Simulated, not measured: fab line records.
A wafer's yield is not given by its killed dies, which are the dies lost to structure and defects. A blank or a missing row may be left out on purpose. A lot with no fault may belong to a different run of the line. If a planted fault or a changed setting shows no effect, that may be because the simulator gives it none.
fab line records + flow n5_finfet
record
- lots=11
- wafers=30
- last_day=18
route steps=1938 shown BEOL_M0_SAQP@637 BEOL_M4@1111 MIM_TOP_ETCH@1853 PAD_METAL@1896 PASSIVATION@1926
lots with no fault: from the same line, run without faults
start_h: start of the lot's first displayed wafer, in hours after the record's first day + wait_h: how many hours have passed since the lot's step before this one + " unchanged from the row above + L1.1+2: one row covering several wafers at once + - no value, or no start was given + * or withheld: withheld + < > ~ a bound
route shown NAME@n: names a module that has steps shown in the file, with the first one's number in the route + usual: the fault-free wafers' mean and standard deviation + same: alike in all rows + chamber/n: place in a boat + sites: the reading at each site + _std_site: standard deviation across them + _edge_site: the outer-site mean with the inner-site mean subtracted + radius_mm: how far each site lies from the wafer's centre + mask NAME#n: copy n + behind: the last tool/chamber to shape the wafer + hold: why the lot was held/for how many hours/how that ended + device: the transistor (n, p or np) that didn't switch + end of line: tests run on the same wafers once the route is complete + for a step that has no rows: nothing shown but its recipe + killed: dies lost to structure and defects at the first sort, not the wafer's yield + map: dies across one wafer; x = killed, . = not, _ = none there
set.NAME: the setting the step ran with; set.NAME@STEP: the setting that earlier step ran with + model.NAME: the simulator's own value behind a step, which no gauge read
one table for each step of the route and one row for each wafer, over a sample of lots
services: from which hour (start_h, from the record's first day; less than 0 if before it) a tool's chamber was out of use, for how many hours, and why
## steps
# step N5_BEOL_M0_SAQP_PECVD_97
# recipe
- material=SiNx
- target_thk_a=230
- temp_c=350
- precursor=SiH4/NH3/N2
- pressure_torr=1.5
- rf_w=300
- time_s=19.9
# usual
- chamber_pressure_Torr=1.500/0.0034
- heater_power_w=515/37
- showerhead_plenum_p_Torr=5.15/0.11
- throttle_valve_pct=39.3/1.2
| lot.wafer | tool     | chamber | start_h | wait_h | chamber_pressure_Torr | heater_power_w | showerhead_plenum_p_Torr | throttle_valve_pct |
|-----------|----------|---------|---------|--------|-----------------------|----------------|--------------------------|--------------------|
| L103.3    | pecvd-03 | 2       | 110.04  | 0.0    | 1.499                 | 530            | 5.25                     | 38.4               |
| L103.4    | "        | 0       | "       | "      | 1.502                 | 527            | 5.35                     | 37.8               |
| L103.6    | "        | 0       | "       | "      | 1.499                 | 528            | 5.33                     | 37.9               |
| L102.2    | pecvd-04 | 0       | 113.22  | 0.0    | 1.505                 | 505            | 5.02                     | 38.4               |
| L102.5    | "        | 0       | "       | "      | 1.503                 | 510            | 5.01                     | 38.5               |
| L102.6    | "        | 2       | "       | "      | 1.498                 | 524            | 5.24                     | 39.7               |
| L104.1    | pecvd-04 | 1       | 117.26  | 0.0    | 1.501                 | 508            | 5.05                     | 40.9               |
| L104.3    | "        | 2       | "       | "      | 1.503                 | 464            | 5.23                     | 39.7               |
| L104.5    | "        | 2       | "       | "      | 1.504                 | 451            | 5.25                     | 39.8               |
| L105.1    | pecvd-04 | 2       | 124.28  | 0.0    | 1.498                 | 544            | 5.23                     | 39.8               |
| L105.2    | "        | 1       | "       | "      | 1.500                 | 574            | 5.05                     | 40.7               |
| L105.3    | "        | 0       | "       | "      | 1.506                 | 497            | 5.00                     | 38.1               |
| L108.3    | pecvd-04 | 2       | 142.16  | 0.0    | 1.505                 | 530            | 5.22                     | 40.1               |
| L108.4    | "        | 2       | "       | "      | 1.503                 | 539            | 5.24                     | 39.7               |
| L108.6    | "        | 1       | "       | "      | 1.497                 | 530            | 5.06                     | 40.9               |
| L114.2    | pecvd-04 | 0       | 190.98  | 0.0    | 1.497                 | 533            | 5.01                     | 38.4               |
| L114.4    | "        | 0       | "       | "      | 1.499                 | 507            | 5.01                     | 38.6               |
| L116.5    | pecvd-04 | 1       | 212.72  | 0.0    | 1.499                 | 557            | 5.04                     | 40.7               |
| L116.6    | "        | 2       | "       | "      | 1.506                 | 551            | 5.24                     | 40.4               |
| L120.5    | pecvd-04 | 2       | 219.31  | 0.0    | 1.502                 | 504            | 5.23                     | 40.5               |
| L120.6    | "        | 1       | "       | "      | 1.499                 | 491            | 5.04                     | 40.9               |
| L121.1    | pecvd-02 | 2       | 225.52  | 0.0    | 1.505                 | 561            | 5.17                     | 38.0               |
| L121.2    | "        | 0       | "       | "      | 1.500                 | 436            | 5.12                     | 38.3               |
| L121.6    | "        | 2       | "       | "      | 1.505                 | 554            | 5.17                     | 38.1               |
| L123.1    | pecvd-04 | 0       | 241.36  | 0.0    | 1.504                 | 503            | 5.01                     | 38.3               |
| L123.3    | "        | 1       | "       | "      | 1.501                 | 485            | 5.05                     | 40.8               |
| L123.4    | "        | 0       | "       | "      | 1.500                 | 509            | 4.99                     | 38.3               |
| L125.2    | pecvd-02 | 2       | 250.18  | 0.0    | 1.502                 | 557            | 5.15                     | 38.2               |
| L125.3    | "        | 2       | "       | "      | 1.497                 | 564            | 5.15                     | 38.0               |
| L125.5    | "        | 2       | "       | "      | 1.495                 | 552            | 5.18                     | 37.8               |
# step N5_BEOL_M4_RC_MEAS_101
# usual
- DIBL_N=36.5/1.4
- DIBL_P=36.6/1.9
- IOFF_N=0.167/0.029
- IOFF_P=0.21/0.033
- ION_N=674/12
- ION_P=460/8.9
- SS_N=71.6/0.57
- SS_P=73.4/0.61
- VT_N=249/3.3
- VT_P=-250/3.3
| lot.wafer | tool      | chamber | start_h | wait_h | DIBL_N[mV/V] | DIBL_P[mV/V] | IOFF_N[nA/um] | IOFF_P[nA/um] | ION_N[uA/um] | ION_P[uA/um] | SS_N[mV/dec] | SS_P[mV/dec] | VT_N[mV] | VT_P[mV] |
|-----------|-----------|---------|---------|--------|--------------|--------------|---------------|---------------|--------------|--------------|--------------|--------------|----------|----------|
| L103.3    | prober-01 | 0       | 164.05  | 0.9    | 34.9         | 35.9         | 0.152         | 0.17          | 682          | 454          | 71.5         | 73.3         | 250      | -254     |
| L103.4    | "         | 0       | "       | "      | 34.5         | 35.7         | 0.133         | 0.18          | 660          | 449          | 71.4         | 73.7         | 251      | -253     |
| L103.6    | "         | 0       | "       | "      | 37.4         | 37.8         | 0.186         | 0.20          | 670          | 453          | 72.5         | 73.2         | 244      | -253     |
| L102.2    | prober-01 | 0       | 178.16  | 0.2    | 33.5         | 31.3         | 0.126         | 0.18          | 677          | 470          | 70.3         | 72.9         | 250      | -249     |
| L102.5    | "         | 0       | "       | "      | 36.6         | 35.8         | 0.180         | 0.25          | 694          | 480          | 71.8         | 73.1         | 245      | -247     |
| L102.6    | "         | 0       | "       | "      | 33.2         | 31.9         | 0.119         | 0.18          | 671          | 460          | 70.9         | 72.5         | 252      | -250     |
| L104.1    | prober-02 | 0       | 178.37  | 0.0    | 36.0         | 36.0         | 0.160         | 0.20          | 664          | 454          | 71.5         | 73.9         | 250      | -252     |
| L104.3    | "         | 0       | "       | "      | 34.5         | 33.9         | 0.134         | 0.18          | 657          | 450          | 71.3         | 73.7         | 252      | -256     |
| L104.5    | "         | 0       | "       | "      | 38.5         | 39.2         | 0.214         | 0.26          | 674          | 459          | 72.6         | 74.7         | 244      | -247     |
| L105.1    | prober-02 | 0       | 181.24  | 0.0    | 36.0         | 37.2         | 0.162         | 0.23          | 693          | 478          | 71.3         | 72.9         | 252      | -252     |
| L105.2    | "         | 0       | "       | "      | 34.5         | 34.3         | 0.130         | 0.19          | 667          | 460          | 71.4         | 72.8         | 253      | -250     |
| L105.3    | "         | 0       | "       | "      | 36.4         | 36.9         | 0.145         | 0.22          | 659          | 457          | 72.1         | 73.6         | 252      | -250     |
| L108.3    | prober-01 | 0       | 204.07  | 0.3    | 37.1         | 38.5         | 0.212         | 0.25          | 682          | 468          | 72.3         | 73.9         | 246      | -248     |
| L108.4    | "         | 0       | "       | "      | 35.5         | 35.8         | 0.180         | 0.21          | 694          | 470          | 72.4         | 72.8         | 246      | -249     |
| L108.6    | "         | 0       | "       | "      | 35.7         | 36.4         | 0.170         | 0.21          | 678          | 462          | 72.6         | 73.1         | 248      | -249     |
| L114.2    | prober-02 | 0       | 242.24  | 0.2    | 38.6         | 40.1         | 0.216         | 0.23          | 691          | 465          | 72.2         | 74.6         | 244      | -252     |
| L114.4    | "         | 0       | "       | "      | 37.4         | 36.5         | 0.170         | 0.17          | 667          | 449          | 72.1         | 73.5         | 249      | -255     |
| L116.5    | prober-02 | 0       | 264.27  | 0.6    | 39.2         | 40.3         | 0.215         | 0.29          | 685          | 469          | 72.0         | 74.0         | 246      | -244     |
| L121.1    | prober-02 | 0       | 286.76  | 0.0    | 35.4         | 35.2         | 0.142         | 0.17          | 675          | 463          | 71.0         | 72.1         | 249      | -251     |
| L121.2    | "         | 0       | "       | "      | 36.2         | 34.6         | 0.146         | 0.16          | 669          | 446          | 71.2         | 73.0         | 252      | -256     |
| L121.6    | "         | 0       | "       | "      | 35.8         | 35.9         | 0.151         | 0.18          | 684          | 466          | 71.3         | 73.0         | 252      | -254     |
| L120.5    | prober-01 | 0       | 289.85  | 0.6    | 39.4         | 41.1         | 0.228         | 0.29          | 703          | 481          | 71.8         | 74.9         | 245      | -247     |
| L123.1    | prober-02 | 0       | 295.18  | 0.0    | 34.0         | 34.6         | 0.139         | 0.20          | 679          | 465          | 71.0         | 72.8         | 250      | -249     |
| L123.4    | "         | 0       | "       | "      | 36.2         | 37.3         | 0.174         | 0.25          | 674          | 467          | 71.8         | 73.0         | 248      | -245     |
| L125.2    | prober-01 | 0       | 308.71  | 0.2    | 35.2         | 34.8         | 0.133         | 0.19          | 649          | 452          | 72.1         | 72.1         | 252      | -252     |
| L125.3    | "         | 0       | "       | "      | 35.4         | 35.0         | 0.141         | 0.20          | 670          | 462          | 71.4         | 72.8         | 250      | -251     |
| L125.5    | "         | 0       | "       | "      | 36.6         | 36.5         | 0.165         | 0.21          | 663          | 447          | 72.4         | 71.9         | 249      | -251     |
# step N5_MIM_TOP_ETCH_PECVD_03
# recipe
- material=SiNx
- target_thk_a=200
- temp_c=400
- precursor=SiH4/NH3/N2
- pressure_torr=1.5
- rf_w=300
- time_s=17.6
# usual
- chamber_pressure_Torr=1.500/0.0033
- heater_power_w=735/57
- showerhead_plenum_p_Torr=5.16/0.099
- throttle_valve_pct=39.9/1.2
| lot.wafer | tool     | chamber | start_h | wait_h | chamber_pressure_Torr | heater_power_w | showerhead_plenum_p_Torr | throttle_valve_pct |
|-----------|----------|---------|---------|--------|-----------------------|----------------|--------------------------|--------------------|
| L103.3    | pecvd-03 | 2       | 247.14  | -      | 1.501                 | 702            | 5.25                     | 38.8               |
| L103.4    | "        | 1       | "       | "      | 1.495                 | 685            | 5.19                     | 41.1               |
| L103.6    | "        | 0       | "       | "      | 1.499                 | 702            | 5.34                     | 38.5               |
| L102.2    | pecvd-01 | 2       | 264.94  | -      | 1.497                 | 775            | 5.23                     | 38.9               |
| L102.5    | "        | 2       | "       | "      | 1.500                 | 779            | 5.21                     | 38.8               |
| L102.6    | "        | 0       | "       | "      | 1.508                 | 732            | 5.12                     | 39.5               |
| L105.1    | pecvd-01 | 2       | 265.65  | -      | 1.502                 | 772            | 5.21                     | 38.6               |
| L105.2    | "        | 1       | "       | "      | 1.499                 | 802            | 5.15                     | 41.3               |
| L105.3    | "        | 0       | "       | "      | 1.499                 | 827            | 5.10                     | 39.6               |
| L104.1    | pecvd-01 | 1       | 265.96  | -      | 1.508                 | 702            | 5.14                     | 41.4               |
| L104.3    | "        | 0       | "       | "      | 1.495                 | 816            | 5.12                     | 39.7               |
| L104.5    | "        | 1       | "       | "      | 1.502                 | 706            | 5.15                     | 41.8               |
| L108.3    | pecvd-01 | 1       | 287.38  | -      | 1.499                 | 758            | 5.15                     | 41.2               |
| L108.4    | "        | 0       | "       | "      | 1.501                 | 819            | 5.12                     | 39.6               |
| L108.6    | "        | 1       | "       | "      | 1.497                 | 745            | 5.13                     | 41.3               |
| L114.2    | pecvd-03 | 1       | 331.90  | -      | 1.503                 | 789            | 5.17                     | 41.2               |
| L114.4    | "        | 2       | "       | "      | 1.502                 | 822            | 5.26                     | 39.4               |
| L116.5    | pecvd-03 | 2       | 355.72  | -      | 1.500                 | 801            | 5.26                     | 39.6               |
| L121.1    | pecvd-04 | 0       | 380.72  | -      | 1.498                 | 736            | 5.02                     | 38.4               |
| L121.2    | "        | 1       | "       | "      | 1.500                 | 725            | 5.06                     | 41.1               |
| L121.6    | "        | 0       | "       | "      | 1.498                 | 743            | 5.02                     | 38.3               |
| L120.5    | pecvd-03 | 0       | 382.67  | -      | 1.504                 | 735            | 5.33                     | 38.8               |
| L123.1    | pecvd-04 | 0       | 386.00  | -      | 1.504                 | 754            | 5.01                     | 38.3               |
| L123.4    | "        | 2       | "       | "      | 1.496                 | 759            | 5.24                     | 41.7               |
| L125.2    | pecvd-04 | 1       | 416.07  | -      | 1.500                 | 701            | 5.02                     | 36.6               |
| L125.3    | "        | 0       | "       | "      | 1.499                 | 640            | 5.00                     | 38.5               |
| L125.5    | "        | 2       | "       | "      | 1.498                 | 681            | 5.24                     | 41.9               |
# step N5_PASSIVATION_AL_DEP_21
# recipe
- material=Al
- target_thk_a=28000
- temp_c=400
- time_s=170
- power_w=30000
- chamber_pressure_pa=0.4
- gas=Ar
# usual
- substrate_temp_c=400.01/0.23
- throttle_valve_pct=30.0/1.2
| lot.wafer | tool           | chamber | start_h | wait_h | substrate_temp_c | throttle_valve_pct |
|-----------|----------------|---------|---------|--------|------------------|--------------------|
| L103.3    | pvd_sputter-03 | -       | 250.47  | 0.1    | 399.95           | 30.9               |
| L103.4    | "              | -       | "       | "      | 399.97           | 29.9               |
| L103.6    | "              | -       | "       | "      | 399.55           | 30.8               |
| L102.2    | pvd_sputter-02 | -       | 268.44  | 0.1    | 400.15           | 29.5               |
| L102.5    | "              | -       | "       | "      | 400.14           | 30.6               |
| L102.6    | "              | -       | "       | "      | 399.75           | 28.3               |
| L104.1    | pvd_sputter-03 | -       | 268.97  | 0.1    | 399.88           | 29.8               |
| L104.3    | "              | -       | "       | "      | 400.07           | 30.6               |
| L104.5    | "              | -       | "       | "      | 400.23           | 30.8               |
| L105.1    | pvd_sputter-02 | -       | 269.38  | 0.1    | 399.78           | 29.1               |
| L105.2    | "              | -       | "       | "      | 400.14           | 30.3               |
| L105.3    | "              | -       | "       | "      | 399.87           | 29.8               |
| L108.3    | pvd_sputter-03 | -       | 291.91  | 0.1    | 400.11           | 29.9               |
| L108.4    | "              | -       | "       | "      | 399.90           | 28.3               |
| L108.6    | "              | -       | "       | "      | 399.78           | 30.7               |
| L114.2    | pvd_sputter-02 | -       | 338.30  | 0.1    | 400.22           | 29.7               |
| L114.4    | "              | -       | "       | "      | 399.89           | 30.8               |
| L116.5    | pvd_sputter-01 | -       | 360.91  | 0.1    | 400.34           | 28.9               |
| L121.1    | pvd_sputter-02 | -       | 384.45  | 0.1    | 400.78           | 30.5               |
| L121.2    | "              | -       | "       | "      | 400.05           | 27.9               |
| L121.6    | "              | -       | "       | "      | 400.08           | 29.6               |
| L123.1    | pvd_sputter-03 | -       | 389.23  | 0.1    | 399.81           | 30.8               |
| L123.4    | "              | -       | "       | "      | 399.99           | 31.3               |
| L120.5    | pvd_sputter-01 | -       | 389.67  | 0.1    | 399.72           | 30.9               |
| L125.2    | pvd_sputter-02 | -       | 419.86  | 0.1    | 400.19           | 30.7               |
| L125.3    | "              | -       | "       | "      | 399.73           | 29.3               |
| L125.5    | "              | -       | "       | "      | 399.62           | 29.1               |
# step N5_PASSIVATION_OVL_MEAS_66
# recipe
- points_per_wafer=44
# usual
- PASS_OPEN_OVL=1/5.9
| lot.wafer | tool       | chamber | start_h | wait_h | PASS_OPEN_OVL[nm] |
|-----------|------------|---------|---------|--------|-------------------|
| L103.3    | overlay-02 | 0       | 253.23  | 0.0    | 0                 |
| L103.4    | "          | 0       | "       | "      | 4                 |
| L103.6    | "          | 0       | "       | "      | 1                 |
| L102.2    | overlay-01 | 0       | 270.68  | 0.0    | 0                 |
| L102.5    | "          | 0       | "       | "      | 3                 |
| L102.6    | "          | 0       | "       | "      | 5                 |
| L105.1    | overlay-02 | 0       | 272.25  | 0.0    | 2                 |
| L105.2    | "          | 0       | "       | "      | -3                |
| L105.3    | "          | 0       | "       | "      | 8                 |
| L104.1    | overlay-01 | 0       | 272.29  | 0.0    | 6                 |
| L104.3    | "          | 0       | "       | "      | -1                |
| L104.5    | "          | 0       | "       | "      | 6                 |
| L108.3    | overlay-01 | 0       | 294.28  | 0.0    | -2                |
| L108.4    | "          | 0       | "       | "      | -6                |
| L108.6    | "          | 0       | "       | "      | -1                |
| L114.2    | overlay-02 | 0       | 340.67  | 0.0    | 3                 |
| L114.4    | "          | 0       | "       | "      | 3                 |
| L116.5    | overlay-02 | 0       | 363.34  | 0.0    | 3                 |
| L121.1    | overlay-02 | 0       | 386.90  | 0.0    | 21                |
| L121.2    | "          | 0       | "       | "      | 6                 |
| L121.6    | "          | 0       | "       | "      | 0                 |
| L123.1    | overlay-01 | 0       | 391.81  | 0.0    | -8                |
| L123.4    | "          | 0       | "       | "      | 2                 |
| L120.5    | overlay-01 | 0       | 392.41  | 0.0    | -4                |
| L125.2    | overlay-02 | 0       | 422.24  | 0.0    | 1                 |
| L125.3    | "          | 0       | "       | "      | -5                |
| L125.5    | "          | 0       | "       | "      | -6                |
# step N5_PASSIVATION_PROBE_49
# usual
- defect_limited_yield=91.2/1.6
- killed_at_M0_to_M3=34/11
- killed_at_M4_up=14/5.7
- killed_at_contacts=14/6.6
- killed_at_front_end=37/10
- killed_at_other=4/3.2
- killed_dies=104/19
- killed_on_rim=14/4.1
- killed_open=69/13
- killed_short=33/8.7
- sort_bin_5_function=5.1/1
- sort_bin_6_memory=3.3/0.76
- sort_bin_8_speed=0.00/0.016
- sort_n_pass=1076/19
- sort_yield_pct=91.2/1.6
# same
- gross_dies=1180
- killed_at_back_side=0
- sort_bin_4_leakage[%]=0
| lot.wafer | tool      | chamber | start_h | wait_h | defect_limited_yield[%] | killed_at_M0_to_M3 | killed_at_M4_up | killed_at_contacts | killed_at_front_end | killed_at_other | killed_dies | killed_on_rim | killed_open | killed_short | sort_bin_5_function[%] | sort_bin_6_memory[%] | sort_bin_8_speed[%] | sort_n_pass | sort_yield_pct[%] |
|-----------|-----------|---------|---------|--------|-------------------------|--------------------|-----------------|--------------------|---------------------|-----------------|-------------|---------------|-------------|--------------|------------------------|----------------------|---------------------|-------------|-------------------|
| L116.5    | prober-02 | -       | 366.89  | 0.2    | 88.8                    | 52                 | 19              | 14                 | 44                  | 3               | 132         | 15            | 84          | 48           | 5.9                    | 5.1                  | 0                   | 1048        | 88.8              |
| L116.6    | prober-02 | -       | 366.94  | 0.3    | 0                       | 1108               | 25              | 9                  | 35                  | 3               | 1180        | 152           | 72          | 39           | 5.4                    | 3.3                  | 0                   | 0           | 0                 |
| L123.1    | prober-02 | -       | 394.93  | 0.0    | 89.4                    | 39                 | 20              | 12                 | 53                  | 1               | 125         | 24            | 62          | 51           | 5.8                    | 3.5                  | 0                   | 1055        | 89.4              |
| L123.3    | prober-02 | -       | 395.03  | 0.1    | 0                       | 1102               | 20              | 15                 | 40                  | 3               | 1180        | 152           | 65          | 36           | 4.7                    | 3.7                  | 0                   | 0           | 0                 |
| L123.4    | prober-02 | -       | 395.08  | 0.2    | 90.5                    | 28                 | 21              | 14                 | 48                  | 1               | 112         | 10            | 65          | 43           | 5.4                    | 3.6                  | 0                   | 1068        | 90.5              |
| L120.5    | prober-01 | -       | 395.93  | 0.2    | 90.7                    | 36                 | 11              | 12                 | 44                  | 7               | 110         | 10            | 71          | 39           | 5.0                    | 4.0                  | 0                   | 1070        | 90.7              |
| L120.6    | prober-01 | -       | 395.98  | 0.3    | 0                       | 1120               | 6               | 10                 | 39                  | 5               | 1180        | 152           | 73          | 31           | 5.3                    | 3.5                  | 0                   | 0           | 0                 |
# killed by level:class
L116.5 BEOL_M4:geometric_particle:open=16 BEOL_M0_SAQP:geometric_particle:open=14 GATE_CUT:geometric_particle:open=13 BEOL_M0_SAQP:geometric_particle:short=12 MOL_CONTACT_COAG:geometric_particle:open=11 GATE_CUT:geometric_particle:short=10 BEOL_M1:geometric_particle:short=9 BEOL_M1:geometric_particle:open=6
L116.6 BEOL_M0_SAQP:area_pecvd=1069 STI_FIN_REVEAL:geometric_particle:open=10 MOL_CONTACT_COAG:geometric_particle:open=9 BEOL_M0_SAQP:geometric_particle:short=7 BEOL_M3:geometric_particle:open=7 BEOL_M4:geometric_particle:open=7 BEOL_M0_SAQP:geometric_particle:open=6 BEOL_M1:geometric_particle:open=6
L123.1 FIN_SAQP:geometric_particle:open=12 FIN_SAQP:geometric_particle:short=11 BEOL_M1:geometric_particle:open=10 HKMG_FIN:area_etch=9 BEOL_M0:geometric_particle:short=7 BEOL_M5:geometric_particle:open=6 MOL_CONTACT_COAG:geometric_particle:short=6 MOL_CONTACT_COAG:geometric_particle:open=6
L123.3 BEOL_M0_SAQP:area_pecvd=1076 MOL_CONTACT_COAG:geometric_particle:open=13 BEOL_M4:geometric_particle:open=9 STI_FIN_REVEAL:geometric_particle:open=8 BEOL_M2:geometric_particle:open=7 FIN_SAQP:geometric_particle:open=6 FIN_SAQP:geometric_particle:short=5 GATE_CUT:geometric_particle:short=5
L123.4 FIN_SAQP:geometric_particle:short=16 MOL_CONTACT_COAG:geometric_particle:open=12 STI_FIN_REVEAL:geometric_particle:open=9 FIN_SAQP:geometric_particle:open=7 BEOL_M4:geometric_particle:open=6 BEOL_M4:geometric_particle:short=5 STARTING-WAFER:geometric_particle:short=5 BEOL_M1:geometric_particle:open=4
L120.5 FIN_SAQP:geometric_particle:open=12 MOL_CONTACT_COAG:geometric_particle:open=10 FIN_SAQP:geometric_particle:short=8 BEOL_M3:geometric_particle:open=8 BEOL_M1:geometric_particle:open=7 BEOL_M2:geometric_particle:open=7 GATE_CUT:geometric_particle:short=6 STARTING-WAFER:geometric_particle:short=5
L120.6 BEOL_M0_SAQP:area_pecvd=1075 BEOL_M3:geometric_particle:open=21 GATE_CUT:geometric_particle:short=9 FIN_SAQP:geometric_particle:open=8 MOL_CONTACT_COAG:geometric_particle:open=8 BEOL_M0_SAQP:geometric_particle:open=8 STI_FIN_REVEAL:geometric_particle:open=7 DUMMY_GATE:geometric_particle:open=4
## services
| tool           | chamber | start_h | hours | kind                          |
|----------------|---------|---------|-------|-------------------------------|
| pecvd-03       | 0       | 92.08   | 2.8   | repair                        |
| pecvd-04       | -       | 120.08  | 3.5   | repair                        |
| pecvd-01       | -       | 152.21  | 1.7   | repair                        |
| pecvd-03       | 1       | 157.84  | 3.6   | repair                        |
| pecvd-01       | 2       | 202.38  | -     | clean                         |
| pecvd-01       | 2       | 202.38  | -     | consumable_replace:showerhead |
| pecvd-02       | 0       | 206.64  | 4.7   | repair                        |
| pecvd-03       | -       | 238.67  | 4.3   | pm                            |
| pecvd-01       | -       | 241.79  | 14.6  | pm                            |
| pecvd-04       | -       | 254.23  | 6.0   | pm                            |
| pecvd-01       | 1       | 279.98  | 6.5   | repair                        |
| pecvd-01       | 0       | 287.45  | 3.9   | repair                        |
| pecvd-02       | -       | 290.07  | 1.3   | repair                        |
| pvd_sputter-03 | -       | 309.90  | 0.8   | repair                        |
| pecvd-04       | -       | 315.53  | 0.6   | repair                        |
| pvd_sputter-01 | -       | 335.20  | 1.6   | repair                        |
| pecvd-01       | 1       | 343.01  | 16.8  | repair                        |
| pecvd-04       | 1       | 383.62  | -     | clean                         |
| pecvd-04       | 1       | 383.62  | -     | consumable_replace:showerhead |
| pecvd-04       | 1       | 383.62  | 29.0  | scheduled_down                |
| pecvd-04       | 1       | 383.62  | 29.0  | vent_cycle                    |
| pecvd-04       | -       | 402.59  | 0.3   | repair                        |
| pecvd-03       | -       | 403.68  | 2.8   | pm                            |
| pecvd-01       | -       | 415.71  | 0.6   | repair                        |
## key
first_sign
- step=N5_PASSIVATION_PROBE_49
- reading=killed_at_M0_to_M3
- direction=up
- sigmas=99+
- usual=34
- struck=1110
effect
- step=N5_PASSIVATION_PROBE_49
- reading=defect_limited_yield
- direction=down
- sigmas=55
- usual=91.2
- struck=0
more_kills_born_at
- N5_BEOL_M0_SAQP_PECVD_97@pecvd-04=3220
met_at N5_BEOL_M0_SAQP_PECVD_97
struck_lots L116,L120,L123
struck_wafers L116.6,L120.6,L123.3
later_rows_left_out L116.6,L120.6,L123.3
not_acting_at N5_MIM_TOP_ETCH_PECVD_03,N5_PASSIVATION_AL_DEP_21,N5_PASSIVATION_OVL_MEAS_66
onset_between 190.98 212.72
fault
- kind=process_parameter_drift
- tool=pecvd-04
- chamber=-
- onset_h=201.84
- steps=N5_BEOL_M0_SAQP_PECVD_97
- channel=time_s
- offset=*
- shape=step
- end_h=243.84
- scope=struck_wafers_only
- acts_in=*
- stated=*
# later_rows_left_out: the simulator's readings of these wafers behind a module that went badly wrong aren't trusted and aren't shown, but for the sort
